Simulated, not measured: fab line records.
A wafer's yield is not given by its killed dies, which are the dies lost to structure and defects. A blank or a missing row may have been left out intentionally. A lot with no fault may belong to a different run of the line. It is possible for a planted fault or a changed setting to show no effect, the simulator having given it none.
Which tool is to blame?	flow n5_finfet	72 wafers from 24 lots sampled at 5 of the route's 1938 steps

WHAT THE GAUGES SHOWED, per wafer
N5_BEOL_M7_THK_MEAS_53: measures by xrf. Usual: M7_THK gives 77.7 nm (standard deviation 1.9).
lot	measured	on	M7_THK (nm)	flag
L074	day 9 00:17	film_metro-02	80.2 80.2 79.0	
L075	day 9 14:40	film_metro-02	78.0 78.4 78.2	
L076	day 9 17:11	film_metro-01	79.1 79.3 79.4	
L077	day 10 00:28	film_metro-01	77.5 78.4 77.3	
L078	day 10 01:13	film_metro-02	78.9 80.1 80.3	
L079	day 10 08:26	film_metro-02	76.1 79.7 77.3	
L080	day 10 13:28	film_metro-02	77.7 77.8 75.3	
L082	day 10 23:58	film_metro-01	78.0 78.4 79.4	
L081	day 11 01:37	film_metro-01	78.9 78.2 77.5	
L083	day 11 01:53	film_metro-02	79.4 81.1 77.4	
L084	day 11 07:32	film_metro-02	80.6 82.5 81.3	
L085	day 11 21:58	film_metro-01	78.5 77.8 76.1	
L088	day 12 05:08	film_metro-02	77.4 77.3 76.1	
L086	day 12 05:22	film_metro-01	77.0 78.2 80.0	
L087	day 12 06:53	film_metro-02	74.7 76.1 73.4	
L089	day 13 04:28	film_metro-01	74.6 78.7 77.4	
L090	day 13 11:11	film_metro-02	77.5 76.7 75.3	
L091	day 13 12:43	film_metro-02	76.5 79.3 78.7	
L093	day 13 16:44	film_metro-02	76.6 76.9 73.3	
L092	day 13 18:13	film_metro-01	79.3 77.3 79.5	
L094	day 14 04:18	film_metro-01	78.2 78.2 78.4	
L095	day 14 05:02	film_metro-02	79.5 78.5 76.7	
L097	day 14 19:37	film_metro-02	76.4 75.9 75.7	
L096	day 15 01:01	film_metro-02	73.9 76.4 77.7	

WHICH TOOL RAN EACH LOT (tool, then ch and the chambers of the sampled wafers, then the start)
lot	N5_BEOL_M7_DESCUM_33	N5_BEOL_M7_TRENCH_ETCH_37	N5_BEOL_M7_CURE_75	N5_BEOL_M7_SPUTTER_48
L074	rie_diel-06 ch 0,3, day 8 20:40	rie_diel-06 ch 0,3, day 8 21:18 or earlier	uv_cure-01 ch 1, day 8 21:18	pvd_sputter-01, day 8 23:28
L075	rie_diel-05 ch 0,2,3, day 9 10:58	rie_diel-05 ch 0,2,3, day 9 11:35 or earlier	uv_cure-03 ch 2, day 9 11:35	pvd_sputter-03, day 9 13:25
L076	rie_diel-03 ch 0,2,3, day 9 12:26	rie_diel-03 ch 0,2,3, day 9 13:29 or earlier	uv_cure-02 ch 1, day 9 13:29	pvd_sputter-01, day 9 16:23
L077	rie_diel-06 ch 0,2,3, day 9 21:06	rie_diel-06 ch 0,2,3, day 9 21:52 or earlier	uv_cure-03 ch 1, day 9 21:52	pvd_sputter-01, day 9 23:30
L078	rie_diel-06 ch 0,1, day 9 22:41	rie_diel-06 ch 0,1, day 9 23:19 or earlier	uv_cure-02 ch 2, day 9 23:19	pvd_sputter-03, day 10 00:25
L079	rie_diel-05 ch 0,1,3, day 10 05:36	rie_diel-05 ch 0,1,3, day 10 06:21 or earlier	uv_cure-03 ch 1, day 10 06:21	pvd_sputter-03, day 10 07:37
L080	rie_diel-03 ch 0,1,2, day 10 10:11	rie_diel-03 ch 0,1,2, day 10 10:48 or earlier	uv_cure-03 ch 0, day 10 10:48	pvd_sputter-01, day 10 12:27
L082	rie_diel-05 ch 0,3, day 10 20:02	rie_diel-05 ch 0,3, day 10 20:43 or earlier	uv_cure-01 ch 0, day 10 20:43	pvd_sputter-03, day 10 23:02
L081	rie_diel-03 ch 0,2, day 10 22:43	rie_diel-03 ch 0,2, day 10 23:23 or earlier	uv_cure-03 ch 1, day 10 23:23	pvd_sputter-01, day 11 00:49
L083	rie_diel-06 ch 0,2,3, day 10 22:53	rie_diel-06 ch 0,2,3, day 10 23:31 or earlier	uv_cure-01 ch 0, day 10 23:31	pvd_sputter-01, day 11 00:53
L084	rie_diel-06 ch 0,1,3, day 11 03:58	rie_diel-06 ch 0,1,3, day 11 04:36 or earlier	uv_cure-01 ch 0, day 11 04:36	pvd_sputter-01, day 11 06:44
L085	rie_diel-06 ch 0,1,3, day 11 18:59	rie_diel-06 ch 0,1,3, day 11 19:38 or earlier	uv_cure-03 ch 2, day 11 19:38	pvd_sputter-03, day 11 21:01
L088	rie_diel-03 ch 0,2,3, day 12 02:04	rie_diel-03 ch 0,2,3, day 12 02:41 or earlier	uv_cure-02 ch 1, day 12 02:41	pvd_sputter-01, day 12 03:57
L086	rie_diel-05 ch 0,1,2, day 12 02:07	rie_diel-05 ch 0,1,2, day 12 02:44 or earlier	uv_cure-01 ch 1, day 12 02:44	pvd_sputter-03, day 12 04:05
L087	rie_diel-03 ch 1,2, day 12 03:59	rie_diel-03 ch 1,2, day 12 04:43 or earlier	uv_cure-03 ch 1, day 12 04:43	pvd_sputter-02, day 12 06:05
L089	rie_diel-06 ch 1,2, day 13 01:54	rie_diel-06 ch 1,2, day 13 02:32 or earlier	uv_cure-01 ch 1, day 13 02:32	pvd_sputter-03, day 13 03:37
L090	rie_diel-03 ch 0,2,3, day 13 07:34	rie_diel-03 ch 0,2,3, day 13 08:11 or earlier	uv_cure-03 ch 0, day 13 08:11	pvd_sputter-03, day 13 10:22
L091	rie_diel-03 ch 0,2, day 13 09:34	rie_diel-03 ch 0,2, day 13 10:17 or earlier	uv_cure-03 ch 2, day 13 10:17	pvd_sputter-02, day 13 11:55
L093	rie_diel-03 ch 1,2,3, day 13 13:38	rie_diel-03 ch 1,2,3, day 13 14:15 or earlier	uv_cure-02 ch 1, day 13 14:15	pvd_sputter-01, day 13 15:53
L092	rie_diel-06 ch 1,2, day 13 14:03	rie_diel-06 ch 1,2, day 13 14:40 or earlier	uv_cure-03 ch 2, day 13 14:40	pvd_sputter-02, day 13 17:25
L094	rie_diel-05 ch 0,1,2, day 14 01:48	rie_diel-05 ch 0,1,2, day 14 02:25 or earlier	uv_cure-03 ch 1, day 14 02:25	pvd_sputter-02, day 14 03:30
L095	rie_diel-06 ch 1,2,3, day 14 01:50	rie_diel-06 ch 1,2,3, day 14 02:31 or earlier	uv_cure-02 ch 1, day 14 02:31	pvd_sputter-03, day 14 04:14
L097	rie_diel-03 ch 0,1,3, day 14 16:28	rie_diel-03 ch 0,1,3, day 14 17:23 or earlier	uv_cure-03 ch 2, day 14 17:23	pvd_sputter-02, day 14 18:39
L096	rie_diel-03 ch 1,3, day 14 20:35	rie_diel-03 ch 1,3, day 14 21:12 or earlier	uv_cure-02 ch 1, day 14 21:12	pvd_sputter-03, day 15 00:08
- N5_BEOL_M7_DESCUM_33: chemistry O2, time 7 s.
- N5_BEOL_M7_TRENCH_ETCH_37: etches SiCOH lowk in C4F6/O2, target depth 93.478 nm, time 31.2 s.
- N5_BEOL_M7_CURE_75: cures SiCOH lowk, time 120 s.
- N5_BEOL_M7_SPUTTER_48: material Cu, target thk 10 nm, time 1.667 s.

WHAT THE TOOLS THEMSELVES READ (means of the sampled wafers that have a number; where no wafer has one, the mark that the record gives instead)
N5_BEOL_M7_DESCUM_33. Usual: drypump_motor_current_A 5.5 A, standard deviation 0.5; oes_product_au 0.78 a.u., standard deviation 0.086; rf_vpp_V 243.2 V, standard deviation 1.3; showerhead_plenum_p_Torr 2.10 Torr, standard deviation 0.061; throttle_valve_pct 20.40 %, standard deviation 0.26.
lot	tool	drypump_motor_current_A (A)	oes_product_au (a.u.)	rf_vpp_V (V)	showerhead_plenum_p_Torr (Torr)	throttle_valve_pct (%)	flag
L074	rie_diel-06	5.9	0.80	241.7	2.05	20.50	
L075	rie_diel-05	5.6	0.73	243.0	2.11	20.43	
L076	rie_diel-03	5.1	0.83	243.3	2.11	20.21	
L077	rie_diel-06	6.0	0.79	242.0	2.05	20.54	
L078	rie_diel-06	5.4	0.82	243.1	2.08	20.55	
L079	rie_diel-05	5.4	0.81	244.3	2.16	20.33	
L080	rie_diel-03	5.1	0.77	244.5	2.12	20.26	
L082	rie_diel-05	5.4	0.74	244.2	2.14	20.35	
L081	rie_diel-03	5.0	0.84	243.3	2.09	20.09	
L083	rie_diel-06	6.0	0.78	242.2	2.04	20.57	
L084	rie_diel-06	5.9	0.82	243.6	2.08	20.47	
L085	rie_diel-06	5.9	0.81	241.6	2.08	20.46	
L088	rie_diel-03	5.1	0.79	243.4	2.10	20.24	
L086	rie_diel-05	5.6	0.87	243.8	2.11	20.34	
L087	rie_diel-03	4.9	0.81	243.1	2.08	20.09	
L089	rie_diel-06	5.6	0.76	242.7	2.04	20.75	
L090	rie_diel-03	5.1	0.79	244.0	2.10	20.26	
L091	rie_diel-03	5.0	0.81	243.1	2.08	20.13	
L093	rie_diel-03	5.0	0.78	243.7	2.10	20.24	
L092	rie_diel-06	5.5	0.79	243.5	2.07	20.65	
L094	rie_diel-05	5.6	0.83	243.5	2.11	20.37	
L095	rie_diel-06	5.9	0.79	242.2	2.07	20.54	
L097	rie_diel-03	5.2	0.71	243.5	2.13	20.43	
L096	rie_diel-03	5.1	0.75	243.5	2.11	20.37	

N5_BEOL_M7_TRENCH_ETCH_37. Usual: drypump_motor_current_A 5.5 A, standard deviation 0.5; oes_f_703_au 0.78 a.u., standard deviation 0.082; oes_product_au 0.78 a.u., standard deviation 0.085; rf_vpp_V 665 V, standard deviation 7.7; showerhead_plenum_p_Torr 2.86 Torr, standard deviation 0.079; throttle_valve_pct 20.94 %, standard deviation 0.23.
lot	tool	drypump_motor_current_A (A)	oes_f_703_au (a.u.)	oes_product_au (a.u.)	rf_vpp_V (V)	showerhead_plenum_p_Torr (Torr)	throttle_valve_pct (%)	flag
L074	rie_diel-06	5.9	0.80	0.80	660	2.80	21.05	
L075	rie_diel-05	5.6	0.71	0.72	662	2.87	20.97	
L076	rie_diel-03	5.1	0.83	0.83	666	2.87	20.73	
L077	rie_diel-06	6.0	0.78	0.78	664	2.80	21.09	
L078	rie_diel-06	5.4	0.81	0.82	667	2.84	21.08	
L079	rie_diel-05	5.4	0.81	0.81	666	2.94	20.90	
L080	rie_diel-03	5.1	0.77	0.78	668	2.89	20.78	
L082	rie_diel-05	5.4	0.73	0.74	662	2.92	20.89	
L081	rie_diel-03	5.0	0.84	0.83	669	2.84	20.61	
L083	rie_diel-06	6.0	0.77	0.77	665	2.79	21.10	
L084	rie_diel-06	5.9	0.80	0.82	667	2.84	21.02	
L085	rie_diel-06	5.9	0.80	0.81	666	2.84	21.01	
L088	rie_diel-03	5.1	0.81	0.79	664	2.86	20.74	
L086	rie_diel-05	5.6	0.84	0.86	665	2.89	20.90	
L087	rie_diel-03	4.9	0.83	0.82	663	2.84	20.65	
L089	rie_diel-06	5.6	0.74	0.75	670	2.78	21.25	
L090	rie_diel-03	5.1	0.79	0.78	665	2.86	20.75	
L091	rie_diel-03	5.0	0.81	0.81	668	2.84	20.64	
L093	rie_diel-03	5.0	0.79	0.77	659	2.86	20.79	
L092	rie_diel-06	5.5	0.77	0.78	671	2.83	21.16	
L094	rie_diel-05	5.6	0.83	0.84	665	2.88	20.92	
L095	rie_diel-06	5.9	0.77	0.78	671	2.83	21.09	
L097	rie_diel-03	5.2	0.72	0.71	664	2.90	20.95	
L096	rie_diel-03	5.1	0.76	0.75	657	2.88	20.93	

N5_BEOL_M7_CURE_75. Usual: lamp_power_pct 52.32 %, standard deviation 0.052; wafer_temp_C_max 372.0, standard deviation 0.68.
lot	tool	lamp_power_pct (%)	wafer_temp_C_max	flag
L074	uv_cure-01	52.28	371.4	
L075	uv_cure-03	52.32	371.5	
L076	uv_cure-02	52.32	371.6	
L077	uv_cure-03	52.32	373.0	
L078	uv_cure-02	52.31	372.3	
L079	uv_cure-03	52.33	373.3	
L080	uv_cure-03	52.33	371.3	
L082	uv_cure-01	52.29	371.8	
L081	uv_cure-03	52.34	373.3	
L083	uv_cure-01	52.29	371.5	
L084	uv_cure-01	52.31	372.1	
L085	uv_cure-03	52.24	371.8	
L088	uv_cure-02	52.33	371.6	
L086	uv_cure-01	52.35	371.4	
L087	uv_cure-03	52.37	373.4	
L089	uv_cure-01	52.34	371.7	
L090	uv_cure-03	52.30	371.5	
L091	uv_cure-03	52.29	371.7	
L093	uv_cure-02	52.33	372.0	
L092	uv_cure-03	52.31	371.6	
L094	uv_cure-03	52.31	372.9	
L095	uv_cure-02	52.34	371.8	
L097	uv_cure-03	52.33	371.7	
L096	uv_cure-02	52.29	372.1	

N5_BEOL_M7_SPUTTER_48. Usual: susceptor_temp_C -20.01 C, standard deviation 0.11; throttle_valve_pct 29.4 %, standard deviation 0.88.
lot	tool	susceptor_temp_C (C)	throttle_valve_pct (%)	flag
L074	pvd_sputter-01	-20.02	31.1	
L075	pvd_sputter-03	-20.00	29.7	
L076	pvd_sputter-01	-20.05	28.7	
L077	pvd_sputter-01	-20.09	30.9	
L078	pvd_sputter-03	-20.07	29.4	
L079	pvd_sputter-03	-19.98	29.2	
L080	pvd_sputter-01	-19.92	29.8	
L082	pvd_sputter-03	-19.92	29.8	
L081	pvd_sputter-01	-20.08	29.5	
L083	pvd_sputter-01	-19.93	30.1	
L084	pvd_sputter-01	-19.98	29.8	
L085	pvd_sputter-03	-20.07	29.3	
L088	pvd_sputter-01	-20.01	29.6	
L086	pvd_sputter-03	-19.87	29.4	
L087	pvd_sputter-02	-19.99	29.7	
L089	pvd_sputter-03	-19.99	29.5	
L090	pvd_sputter-03	-20.06	29.4	
L091	pvd_sputter-02	-20.02	29.2	
L093	pvd_sputter-01	-19.98	30.5	
L092	pvd_sputter-02	-20.00	29.5	
L094	pvd_sputter-02	-20.03	29.5	
L095	pvd_sputter-03	-20.11	29.7	
L097	pvd_sputter-02	-20.09	29.5	
L096	pvd_sputter-03	-20.01	29.7	

THE ANSWER, worked out from the rows above alone
Rule: a lot is off if the mean of its wafers that have a number lies more than 3 standard deviations from the usual mean. Also off: a lot with no number at a reading for which 4 or more lots have one. All remaining lots with rows at the step are treated as sound. After the gauges, taken in route order, come the tools' own readings; for these a lot's mean is taken, as printed above. The first step at which some lot is off is used, and at that step the reading that is off furthest; a lot without a number counts as furthest.
No lot is off at any reading shown: from this, nothing can be told.

WHAT THE SIMULATOR PUT IN
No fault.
